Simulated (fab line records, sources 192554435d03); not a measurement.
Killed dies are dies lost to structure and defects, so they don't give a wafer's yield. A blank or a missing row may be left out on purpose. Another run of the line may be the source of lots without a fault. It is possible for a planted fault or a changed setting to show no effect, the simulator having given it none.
8D (eight disciplines) problem report, filled in by code -- flow n5-finfet -- the parts of the form that need people (team, actions taken, sign-off) are left out

== 1. WHAT WENT WRONG ==
Mean of etch-rf-on-time-s at N5_BEOL_M9_ETCH_76: 3.42 s across 4 wafers in 2 lots; on wafers with no fault it is 5.25 s (standard deviation 0.12). Relative to the usual mean, that is a shift of -15 standard deviations.
The step: etches underlayer in N2/H2, target depth 6.5 nm, time 5.2 s.
Seen first at day 12 18:36 on rie-diel-02, wafer L206.1. The record holds 30 wafers of 10 lots with a number at this step. By rule, "out" or "out of limits" means more than 4 standard deviations away from the usual mean. The other wafers with a number count as sound.

== 2. WHAT THIS IS AND IS NOT ==
question,is,is not
which readings at this step,etch-rf-on-time-s,"drypump-motor-current-A, rf-vpp-V, showerhead-plenum-p-Torr, throttle-valve-pct"
which lots,"L206, L210","L197, L198, L200, L201, L212, L214, L216, L217"
which wafers of those lots,"L206.1, L206.3, L210.1, L210.3","L206.4, L210.2"
read on which tools,rie-diel-02,"rie-diel-01, rie-diel-05"
when,from day 12 18:36,"up to then (13 sound wafers); but 13 sound wafers of L210, L212, L214, L216, L217 came after"

== 3. WHAT RULES OUT EACH SUSPECT ==
Counting: a tool at a process step up to the reading stays a suspect if it ran every lot that is out. Sound lots after the first of them don't rule it out here, since some wafers of a struck lot are sound.
- rie-diel-02 at N5_BEOL_M9_DESCUM_33 (chemistry O2, time 7 s): kept. Every lot that is out went through it, the first being L206 (day 12 18:34); the last sound lot it ran before that was L201 (day 11 15:32).
- rie-diel-02 at N5_BEOL_M9_ETCH_76 (etches underlayer in N2/H2, target depth 6.5 nm, time 5.2 s): kept. Every lot that is out went through it, the first being L206 (day 12 18:36); the last sound lot it ran before that was L201 (day 11 15:34). Its own readings are out on those wafers: etch-rf-on-time-s.
- Within rie-diel-02 at N5_BEOL_M9_DESCUM_33: the wafers that are out ran in chambers 0, 1, 2; their sound lot-mates ran in chamber 3.
- Within rie-diel-02 at N5_BEOL_M9_ETCH_76: the wafers that are out ran in chambers 0, 1, 2; their sound lot-mates ran in chamber 3.
Left after counting: rie-diel-02 at N5_BEOL_M9_DESCUM_33, rie-diel-02 at N5_BEOL_M9_ETCH_76.

== 4. THE CAUSE (what the simulator had put in) ==
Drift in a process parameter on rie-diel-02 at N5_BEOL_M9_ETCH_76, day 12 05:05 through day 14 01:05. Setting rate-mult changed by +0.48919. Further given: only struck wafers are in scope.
2 suspects survive the count, and this tool is in that group.

== 5. THE EFFECT CHAIN, in route order ==
Each row: a reading whose mean over the struck wafers that have a number lies more than 3 standard deviations from the usual. Only readings for which the record gives a usual standard deviation are gone through. hours: the time from each lot's start at the first step in this table that gives one to its start at this step, as a median over the lots. sigmas: the change in usual standard deviations.
hours,step,reading,usual,on struck wafers,change,sigmas
0,N5_BEOL_M9_ETCH_76,etch-rf-on-time-s,5.25 s,3.42,-1.83,-15
0,N5_BEOL_M9_ETCH_76,oes-product-au,0.62 a.u.,0.78,+0.16,+3.1
The process steps in it:
- N5_BEOL_M9_ETCH_76: etches underlayer in N2/H2, target depth 6.5 nm, time 5.2 s.

== 6. HOW IT WOULD HAVE BEEN CAUGHT EARLIER ==
First out-of-limits reading in this record: day 12 18:36, which is 14 hours after fault onset at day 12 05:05.
